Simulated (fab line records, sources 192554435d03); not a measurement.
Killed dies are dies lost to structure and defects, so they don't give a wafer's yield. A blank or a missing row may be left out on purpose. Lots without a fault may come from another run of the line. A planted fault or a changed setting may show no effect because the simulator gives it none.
Chamber matching | flow n5_finfet | N5_BEOL_M7_ETCH_62 on rie_diel-03: 4 sister chambers
The step etches SOC in N2/H2, target depth 110 nm, overetch 22 nm, time 165 s. 22 wafers are shown with their chamber, then 11 later ones without.

WAFERS WITH THEIR CHAMBER
wafer  | chamber | drypump_motor_current_A (A) | showerhead_plenum_p_Torr (Torr) | throttle_valve_pct (%)
L074.1 | 1       | 6.0                         | 2.53                            | 18.03
L074.2 | 3       | 6.3                         | 2.48                            | 17.79
L074.3 | 2       | 6.1                         | 2.61                            | 17.89
L074.4 | 0       | 4.9                         | 2.44                            | 18.13
L074.5 | 3       | 6.3                         | 2.48                            | 17.78
L074.6 | 0       | 4.9                         | 2.44                            | 18.14
L076.1 | 0       | 4.9                         | 2.44                            | 18.13
L076.4 | 2       | 6.2                         | 2.60                            | 17.89
L076.6 | 2       | 6.1                         | 2.60                            | 17.90
L080.1 | 0       | 4.9                         | 2.43                            | 18.16
L080.3 | 3       | 6.3                         | 2.47                            | 17.81
L080.5 | 2       | 6.2                         | 2.60                            | 17.38
L079.1 | 3       | 6.3                         | 2.47                            | 17.80
L079.2 | 1       | 6.1                         | 2.52                            | 18.07
L079.3 | 0       | 4.9                         | 2.43                            | 18.17
L079.4 | 2       | 6.2                         | 2.60                            | 17.38
L079.5 | 2       | 6.2                         | 2.60                            | 17.39
L079.6 | 1       | 6.0                         | 2.52                            | 18.06
L083.1 | 3       | 6.3                         | 2.47                            | 17.81
L083.2 | 2       | 6.1                         | 2.60                            | 17.38
L083.3 | 1       | 6.0                         | 2.52                            | 18.08
L083.4 | 0       | 4.9                         | 2.43                            | 18.17

SIGNATURES (means of the wafers above)
reading                  | chamber 0 | chamber 1 | chamber 2 | chamber 3 | scatter within a chamber
drypump_motor_current_A  | 4.900     | 6.025     | 6.157     | 6.300     | 0.037
showerhead_plenum_p_Torr | 2.4350    | 2.5225    | 2.6014    | 2.4740    | 0.00489
throttle_valve_pct       | 18.1500   | 18.0600   | 17.6014   | 17.7980   | 0.158
Rule: a wafer's distance from a chamber is the root of the sum, over the readings, of the square of ((its reading less the chamber's mean) divided by the reading's scatter). The wafer belongs to the nearest chamber; if the next one is less than 2 further off, it can't be placed. The scatter: the root of (the sum of the squares of (reading less its chamber's mean) over the shown wafers, divided by (wafers less chambers)).

WAFERS WITHOUT THEIR CHAMBER
wafer  | drypump_motor_current_A (A) | showerhead_plenum_p_Torr (Torr) | throttle_valve_pct (%)
L083.5 | 6.3                         | 2.47                            | 17.81
L083.6 | 4.9                         | 2.43                            | 18.16
L084.2 | 6.0                         | 2.52                            | 18.08
L084.5 | 6.1                         | 2.52                            | 18.08
L084.6 | 6.2                         | 2.59                            | 17.39
L092.3 | 6.0                         | 2.52                            | 18.11
L092.5 | 4.9                         | 2.42                            | 18.19
L092.6 | 6.3                         | 2.46                            | 17.86
L094.3 | 6.2                         | 2.59                            | 17.44
L094.5 | 6.1                         | 2.59                            | 17.45
L094.6 | 4.9                         | 2.42                            | 18.20

WHICH CHAMBER EACH WENT THROUGH
wafer  | from the rows above | in truth
L083.5 | 3                   | 3
L083.6 | 0                   | 0
L084.2 | 1                   | 1
L084.5 | 1                   | 1
L084.6 | 2                   | 2
L092.3 | 1                   | 1
L092.5 | 0                   | 0
L092.6 | 3                   | 3
L094.3 | 2                   | 2
L094.5 | 2                   | 2
L094.6 | 0                   | 0
Placed correctly: 11 of 11. Can't be placed from these rows: 0. Placed wrongly: 0.
